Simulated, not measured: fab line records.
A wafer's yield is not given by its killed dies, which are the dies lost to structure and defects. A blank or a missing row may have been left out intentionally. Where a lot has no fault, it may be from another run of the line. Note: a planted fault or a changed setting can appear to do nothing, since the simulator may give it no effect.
fab line records | flow n5Finfet
record: lots: 11 wafers: 33 lastDay: 18
route steps=1938 shown BEOL_M4@1110 BEOL_M5@1115
lots that met no fault: taken from a fault-free run of the same line
startH: the number of hours between the record's first day and the start of the first shown wafer of the lot | waitH: how many hours have passed since the lot's step before this one | " identical to the entry in the row above | L1.1+2: several wafers, shown together as one row | - either no value or no given start | * or withheld: withheld | < > ~ a bound
route shown NAME@n: a module of which the file shows steps, and the number in the route of the first | usual: mean and standard deviation over wafers with no fault | same: alike in all rows | chamber/n: place in a boat | sites: the reading at each site | _std_site: standard deviation across them | _edge_site: outer sites' mean less inner sites' | radiusMm: for every site, how far away it sits from the centre of the wafer | mask NAME#n: copy n | behind: the tool/chamber that last shaped the wafer | hold: reason for holding the lot/hours on hold/outcome of the hold | device: transistor that didn't switch, given as n, p or np | end of line: at the end of the route, the tests of the same wafers | a step with no rows: only its recipe | killed: count of dies lost to structure and defects at first sort (not the wafer's yield) | map: dies across one wafer; x = killed, . = not, _ = none there
set.NAME: the setting the step ran with; set.NAME@STEP: the setting that earlier step ran with | model.NAME: the simulator's own value behind a step, which no gauge read
steps of the route over a sample of lots; a table a step, a row a wafer
services: a tool's chamber out of use, with start hour (startH, from the record's first day; less than 0 if before it), hours out, and reason
== steps ==
step: N5_BEOL_M4_INSPECT_59
recipe: inspectInstrument: darkfield mode: postDep
usual: rawDefectCount: 73/24
columns lot.wafer tool chamber startH waitH rawDefectCount
L768.1 defectInspect-01 - 164.00 0.0 53
L768.3 " - " " 36
L768.4 " - " " 63
L769.1 defectInspect-01 - 166.50 0.0 52
L769.4 " - " " 62
L769.6 " - " " 57
L773.2 defectInspect-02 - 216.73 0.0 59
L773.4 " - " " 72
L773.5 " - " " 44
L775.1 defectInspect-01 - 232.53 0.0 90
L775.2 " - " " 95
L775.6 " - " " 91
L780.3 defectInspect-01 - 249.34 0.0 70
L780.4 " - " " 96
L780.6 " - " " 55
L782.2 defectInspect-02 - 257.37 0.0 79
L782.4 " - " " 92
L782.6 " - " " 47
L783.1 defectInspect-01 - 275.13 0.0 53
L783.3 " - " " 53
L783.6 " - " " 78
L785.3 defectInspect-01 - 284.67 0.0 67
L785.4 " - " " 103
L785.6 " - " " 131
L786.2 defectInspect-01 - 286.56 0.0 70
L786.3 " - " " 103
L786.5 " - " " 65
L787.2 defectInspect-01 - 293.02 0.0 61
L787.5 " - " " 45
L787.6 " - " " 43
L791.1 defectInspect-02 - 319.42 0.0 49
L791.3 " - " " 75
L791.4 " - " " 76
step: N5_BEOL_M5_PECVD_70
recipe: material: SiO2 targetThkA: 160 tempC: 400 precursor: TEOS/O2 pressureTorr: 5.5 rfW: 450 teosFlowSccm: 53.8 gas: O2 flowSccm: 3000 timeS: 18
usual: heaterPowerW: 666/78 showerheadPlenumPTorr: 8.77/0.044 throttleValvePct: 22.4/1.5
columns lot.wafer tool chamber startH waitH heaterPowerW showerheadPlenumPTorr throttleValvePct
L768.1 pecvd-04 0 165.79 0.0 657 8.80 21.1
L768.3 " 2 " " 709 8.85 22.0
L768.4 " 1 " " 800 8.80 24.7
L769.1 pecvd-02 2 168.11 0.0 734 8.78 20.6
L769.4 " 2 " " 731 8.79 20.6
L769.6 " 0 " " 570 8.75 22.9
L773.2 pecvd-02 1 218.35 0.0 600 8.75 24.7
L773.4 " 1 " " 606 8.73 24.6
L773.5 " 0 " " 564 8.75 23.0
L775.1 pecvd-03 2 234.15 0.0 673 8.74 20.2
L775.2 " 1 " " 706 8.70 22.9
L775.6 " 2 " " 686 8.73 20.0
L780.3 pecvd-03 2 251.42 0.0 610 8.74 20.6
L780.4 " 1 " " 790 8.71 23.1
L780.6 " 0 " " 558 8.82 21.5
L782.2 pecvd-03 2 258.97 0.0 635 8.73 20.4
L782.4 " 0 " " 497 8.81 21.5
L782.6 " 1 " " 630 8.69 23.2
L783.1 pecvd-02 2 276.74 0.0 773 8.78 20.9
L783.3 " 1 " " 672 8.71 24.5
L783.6 " 0 " " 597 8.76 23.3
L785.3 pecvd-03 1 286.27 0.0 734 8.69 23.2
L785.4 " 1 " " 706 8.70 22.9
L785.6 " 2 " " 666 8.72 20.3
L786.2 pecvd-03 2 288.17 0.0 700 8.73 20.1
L786.3 " 1 " " 758 8.70 22.9
L786.5 " 0 " " 557 8.85 21.7
L787.2 pecvd-02 0 294.63 0.0 593 8.76 23.4
L787.5 " 0 " " 602 8.76 23.5
L787.6 " 1 " " 672 8.74 24.6
L791.1 pecvd-02 1 321.11 0.0 718 8.74 24.8
L791.3 " 0 " " 631 8.76 23.4
L791.4 " 2 " " 672 8.79 21.1
step: N5_BEOL_M5_INSPECT_30
recipe: mode: adi inspectInstrument: brightfield
usual: rawDefectCount: 397/94
columns lot.wafer tool chamber startH waitH rawDefectCount
L768.1 defectInspect-01 - 168.51 0.1 316
L768.3 " - " " 298
L768.4 " - " " 359
L769.1 defectInspect-02 - 177.08 0.1 373
L769.4 " - " " 296
L769.6 " - " " 438
L773.2 defectInspect-02 - 223.07 0.0 306
L773.4 " - " " 364
L773.5 " - " " 458
L775.1 defectInspect-02 - 238.13 0.1 488
L775.2 " - " " 491
L775.6 " - " " 584
L780.3 defectInspect-02 - 254.08 0.1 478
L780.4 " - " " 561
L780.6 " - " " 386
L782.2 defectInspect-01 - 261.03 0.0 504
L782.4 " - " " 437
L782.6 " - " " 416
L783.1 defectInspect-02 - 280.11 0.1 362
L783.3 " - " " 321
L783.6 " - " " 336
L785.3 defectInspect-01 - 287.98 0.0 396
L785.4 " - " " 420
L785.6 " - " " 670
L786.2 defectInspect-01 - 291.51 0.0 260
L786.3 " - " " 434
L786.5 " - " " 340
L787.2 defectInspect-01 - 300.41 0.0 294
L787.5 " - " " 317
L787.6 " - " " 262
L791.1 defectInspect-01 - 322.92 0.1 347
L791.3 " - " " 521
L791.4 " - " " 472
step: N5_BEOL_M5_ETCH_75
recipe: chemistry: N2/H2 target: underlayer targetDepthA: 65 maskMaterial: CAR-EUV timeS: 5.2 ionEnergyEv: 200 pressureMtorr: 30 sourceW: 840 biasW: 150 n2FlowSccm: 200 h2FlowSccm: 200 ends: cleared
usual: drypumpMotorCurrentA: 5.9/0.55 etchRfOnTimeS: 5.24/0.15 oesProductAu: 0.68/0.087 rfVppV: 524.3/2.5 showerheadPlenumPTorr: 2.57/0.075 throttleValvePct: 17.82/0.22
columns lot.wafer tool chamber startH waitH drypumpMotorCurrentA etchRfOnTimeS oesProductAu rfHoursCounterH rfVppV showerheadPlenumPTorr throttleValvePct
L768.1 rieDiel-02 0 168.58 0.0 5.2 5.38 0.59 225 525.9 2.60 17.72
L768.3 " 2 " " 5.9 5.42 0.58 236 517.7 2.39 17.69
L768.4 " 1 " " 6.3 5.22 0.70 61 524.8 2.61 17.61
L769.1 rieDiel-05 2 177.17 0.0 6.6 5.28 0.64 154 520.8 2.53 17.83
L769.4 " 1 " " 5.3 5.38 0.58 244 524.1 2.60 17.96
L769.6 " 1 " " 5.4 5.28 0.59 - 526.3 2.60 17.93
L773.2 rieDiel-05 2 223.40 0.0 6.7 5.25 0.63 171 523.2 2.52 17.83
L773.4 " 0 " " 6.6 5.51 0.61 168 520.7 2.44 17.68
L773.5 " 0 " " 6.6 5.49 0.62 - 520.8 2.44 17.67
L775.1 rieDiel-03 0 238.20 0.0 5.9 5.04 0.78 31 521.5 2.50 17.90
L775.2 " 2 " " 5.9 5.22 0.81 21 526.1 2.60 17.91
L775.6 " 1 " " 5.4 4.82 0.63 - 525.1 2.50 18.13
L780.3 rieDiel-02 0 254.15 0.0 5.2 5.54 0.57 250 525.8 2.59 17.75
L780.4 " 2 " " 5.9 5.45 0.78 4 529.6 2.70 17.34
L780.6 " 1 " " 6.3 5.33 0.66 - 524.5 2.60 17.68
L782.2 rieDiel-05 0 261.10 0.0 6.6 5.45 0.61 177 518.9 2.44 17.71
L782.4 " 1 " " 5.3 5.14 0.80 11 524.9 2.59 17.64
L782.6 " 1 " " 5.4 5.17 0.80 - 525.8 2.59 17.65
L783.1 rieDiel-05 2 280.18 0.0 6.6 3.09 0.86 186 524.2 2.52 17.96
L783.3 " 0 " " 6.6 3.16 0.86 182 520.7 2.44 17.74
L783.6 " 3 " " 5.8 3.05 0.81 - 526.9 2.63 18.26
L785.3 rieDiel-05 1 288.23 0.0 5.4 2.95 1.10 19 524.3 2.59 17.71
L785.4 " 3 " " 5.8 5.34 0.58 199 527.8 2.63 18.20
L785.6 " 0 " " 6.6 3.15 0.85 - 519.3 2.44 17.73
L786.2 rieDiel-03 1 291.58 0.0 5.3 4.87 0.63 213 522.0 2.50 18.11
L786.3 " 2 " " 6.0 5.22 0.77 37 525.5 2.60 17.91
L786.5 " 3 " " 4.8 5.19 0.61 - 526.0 2.63 18.01
L787.2 rieDiel-03 3 300.48 0.0 4.8 5.23 0.61 210 525.6 2.63 17.99
L787.5 " 3 " " 4.8 5.18 0.62 - 526.4 2.63 18.00
L787.6 " 2 " " 5.9 5.26 0.77 - 522.9 2.60 17.95
L791.1 rieDiel-03 0 322.99 0.0 5.9 5.12 0.74 56 522.5 2.48 17.98
L791.3 " 3 " " 4.8 5.20 0.60 218 526.4 2.62 18.04
L791.4 " 1 " " 5.3 4.79 0.62 220 523.2 2.49 18.16
== services ==
columns tool chamber startH hours kind
rieDiel-02 - 145.77 0.3 repair
rieDiel-03 2 149.60 - clean
rieDiel-03 2 149.60 - consumableReplace:focusRing
rieDiel-03 2 149.60 19.4 scheduledDown
rieDiel-03 2 149.60 19.4 ventCycle
pecvd-02 0 175.39 2.1 scheduledDown
pecvd-03 - 183.37 1.1 repair
pecvd-02 2 185.05 3.7 repair
rieDiel-05 1 196.49 - clean
rieDiel-05 1 196.49 - consumableReplace:focusRing
rieDiel-05 1 196.49 20.2 scheduledDown
rieDiel-05 1 196.49 20.2 ventCycle
pecvd-03 2 202.38 - clean
pecvd-03 2 202.38 - consumableReplace:showerhead
pecvd-03 2 202.38 29.0 scheduledDown
pecvd-03 2 202.38 29.0 ventCycle
pecvd-02 2 206.92 5.5 scheduledDown
rieDiel-02 2 214.60 - clean
pecvd-02 - 222.48 6.0 pm
pecvd-03 0 225.32 16.5 scheduledDown
pecvd-03 2 264.01 2.1 scheduledDown
rieDiel-03 1 298.81 7.3 repair
pecvd-03 - 299.39 28.1 pm
rieDiel-02 1 322.00 2.0 repair
== key ==
firstSign: step: N5_BEOL_M5_ETCH_75 reading: etchRfOnTimeS direction: down sigmas: 14 usual: * struck: *
effect: step: N5_BEOL_M5_ETCH_75 reading: oesProductAu direction: up sigmas: 2.5 usual: 0.68 struck: 0.90
metAt N5_BEOL_M5_ETCH_75
struckLots L783,L785
struckWafers L783.1,L783.3,L783.6,L785.3,L785.6
notActingAt N5_BEOL_M4_INSPECT_59,N5_BEOL_M5_PECVD_70,N5_BEOL_M5_INSPECT_30
onsetBetween 261.10 280.18
fault: kind: processParameterDrift tool: rieDiel-05 chamber: - onsetH: 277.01 steps: N5_BEOL_M5_ETCH_75 channel: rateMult offset: 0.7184 shape: step endH: 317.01 scope: struckWafersOnly
